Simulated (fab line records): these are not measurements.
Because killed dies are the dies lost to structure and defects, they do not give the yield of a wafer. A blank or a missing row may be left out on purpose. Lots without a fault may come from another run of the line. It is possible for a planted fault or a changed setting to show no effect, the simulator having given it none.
Matching of chambers / flow n5 finfet / 4 sister chambers for N5_BEOL_M1_CMP_52 on cmp-01
The step polishes, stops on SiOC, t overpolish 6.8 s, target thk 40 nm. 8 wafers are shown with their chamber, then 7 later ones without.

## WAFERS WITH THEIR CHAMBER
wafer=L075.4; chamber=3; motor current A (A)=5.6; time to endpoint s (s)=64
wafer=L077.1; chamber=1; motor current A (A)=6.5; time to endpoint s (s)=64
wafer=L077.3; chamber=0; motor current A (A)=5.4; time to endpoint s (s)=59
wafer=L079.1; chamber=0; motor current A (A)=5.8; time to endpoint s (s)=59
wafer=L079.3; chamber=2; motor current A (A)=5.7; time to endpoint s (s)=56
wafer=L079.4; chamber=1; motor current A (A)=6.5; time to endpoint s (s)=59
wafer=L080.2; chamber=2; motor current A (A)=5.9; time to endpoint s (s)=59
wafer=L080.4; chamber=3; motor current A (A)=5.5; time to endpoint s (s)=64

## WAFERS WITH NO CHAMBER GIVEN
wafer=L080.5; motor current A (A)=5.6; time to endpoint s (s)=57
wafer=L088.1; motor current A (A)=5.7; time to endpoint s (s)=61
wafer=L088.4; motor current A (A)=5.6; time to endpoint s (s)=53
wafer=L088.5; motor current A (A)=5.4; time to endpoint s (s)=60
wafer=L097.1; motor current A (A)=5.8; time to endpoint s (s)=63
wafer=L097.2; motor current A (A)=6.7; time to endpoint s (s)=62
wafer=L097.3; motor current A (A)=5.7; time to endpoint s (s)=56

## EACH ONE'S CHAMBER
wafer=L080.5; from the rows above=can't be placed: 0 or 2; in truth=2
wafer=L088.1; from the rows above=can't be placed: 0 or 3 or 2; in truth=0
wafer=L088.4; from the rows above=can't be placed: 2 or 0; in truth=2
wafer=L088.5; from the rows above=can't be placed: 0 or 3 or 2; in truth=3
wafer=L097.1; from the rows above=can't be placed: 3 or 0 or 2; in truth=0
wafer=L097.2; from the rows above=1; in truth=1
wafer=L097.3; from the rows above=can't be placed: 2 or 0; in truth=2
Correctly placed: 1 of 7. Can't be placed from these rows: 6 (the true chamber is among the candidates in 6). Number placed wrongly: 0.
How it was worked out, from the rows above alone: a wafer's distance from a chamber is the root of the sum, over the readings, of the square of ((its reading less the chamber's mean) divided by the reading's scatter). The wafer belongs to the nearest chamber; if the next one is less than 2 further off, it can't be placed. The mean given for a chamber averages the wafers shown for that chamber. The scatter: take each reading less its chamber's mean, square it, sum over the shown wafers, divide by the number of wafers less the number of chambers, and take the root.
